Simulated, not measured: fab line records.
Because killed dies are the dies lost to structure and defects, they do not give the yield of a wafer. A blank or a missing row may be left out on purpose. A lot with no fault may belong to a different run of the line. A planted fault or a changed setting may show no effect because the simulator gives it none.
A struck lot beside a sound one    flow n5 finfet    14 out of 1938 route steps
Sound: wafers L951.1, L951.2, L951.4. The struck wafers were L960.2, L960.5, L960.6. The cause comes at the end.
Each step with rows lists, per side, the tool, then ch with its chambers, then its first start. Under that, the readings that differ: sound wafers    struck wafers    difference of the means    sigmas: that difference in standard deviations of wafers without a fault.
alike: readings with means less than 2 such deviations apart, plus words and numbers identical on both sides. not compared: withheld readings, readings lacking a value on some wafer, bounds such as >300 that could conceal the same value, and numbers that have no deviation in the record and whose values overlap.
Wherever a step has rows on one side only, a row that says differs or no value, or a row with sigmas, the two part there. Numbers that have no deviation but don't overlap get no sigmas and don't part them. A reading that every wafer of one side lacks parts them only if that side has two wafers or more.

N5_BEOL_M14_ETCH_59: etches BARC in N2/H2, target depth 89 nm, overetch 26.7 nm, time 67.9 s.
  sound on rie diel-05 ch 1,2,3, day 11 20:42; struck on rie diel-05 ch 2,3, day 13 19:59
  alike: drypump motor current A, oes product au, rf vpp V, showerhead plenum p Torr, throttle valve pct
  not compared: rf hours counter h
N5_BEOL_M14_VIA_ETCH_16: etches SiO2 in C4F8/O2/Ar, target depth 1231.3 nm.
  sound on rie diel-05 ch 1,2,3, day 11 20:45; struck on rie diel-05 ch 2,3, day 13 20:02
  alike: drypump motor current A, oes product au, rf vpp V, showerhead plenum p Torr, throttle valve pct
N5_BEOL_M14_STRIP_63: strips in O2.
  sound: rie diel-05 ch 1,2,3; struck: rie diel-05 ch 2,3
reading       sound        struck       difference  sigmas
rf vpp V (V)  5.2 3.8 4.3  2.4 3.0 2.0  -2.0        -2
  alike: drypump motor current A, oes product au, showerhead plenum p Torr, throttle valve pct
  not compared: rf hours counter h
N5_BEOL_M14_STRIP_64: strips in O2.
  sound: rie diel-05 ch 1,2,3; struck: rie diel-05 ch 2,3
  alike: drypump motor current A, oes product au, rf vpp V, showerhead plenum p Torr, throttle valve pct
  not compared: rf hours counter h
then, 2 steps without rows for these wafers: N5_BEOL_M14_STRIP_71 (strips in post etch residue remover, time 60 s); N5_BEOL_M14_SRD_72 (time 30 s, dry time 30 s).
N5_BEOL_M14_CD_MEAS_17 targets a cd of 250 nm.
  sound on cd sem-03 at day 11 21:06; struck on cd sem-01 at day 13 20:23
  alike: cd nm
then, 5 steps without rows for these wafers: N5_BEOL_M14_COAT_65 (time 60 s, resist thk 450 nm); N5_BEOL_M14_COAT_66 (time 60 s, resist thk 110 nm); N5_BEOL_M14_COAT_22 (resist thk 300 nm); N5_BEOL_M14_EBR_24; N5_BEOL_M14_SOFTBAKE_23 (time 60 s).
N5_BEOL_M14_EXPOSE_25: exposes mask M14, target cd 280 nm.
  sound on krf scanner-01 ch 0, day 11 21:15; struck on krf scanner-01, day 13 20:32
  no value came back on the struck wafers for exposure dose mJ cm2, focus offset nm (nm); on the sound wafers exposure dose mJ cm2 reads 26.592 26.611 26.632
  alike: mask
then, 1 step without rows for these wafers: N5_BEOL_M14_PEB_26 (peb time 90 s).

== WHERE THEY PART ==
Earliest at N5_BEOL_M14_STRIP_63; latest, in this record, at N5_BEOL_M14_EXPOSE_25.

WHY: what the simulator had put in
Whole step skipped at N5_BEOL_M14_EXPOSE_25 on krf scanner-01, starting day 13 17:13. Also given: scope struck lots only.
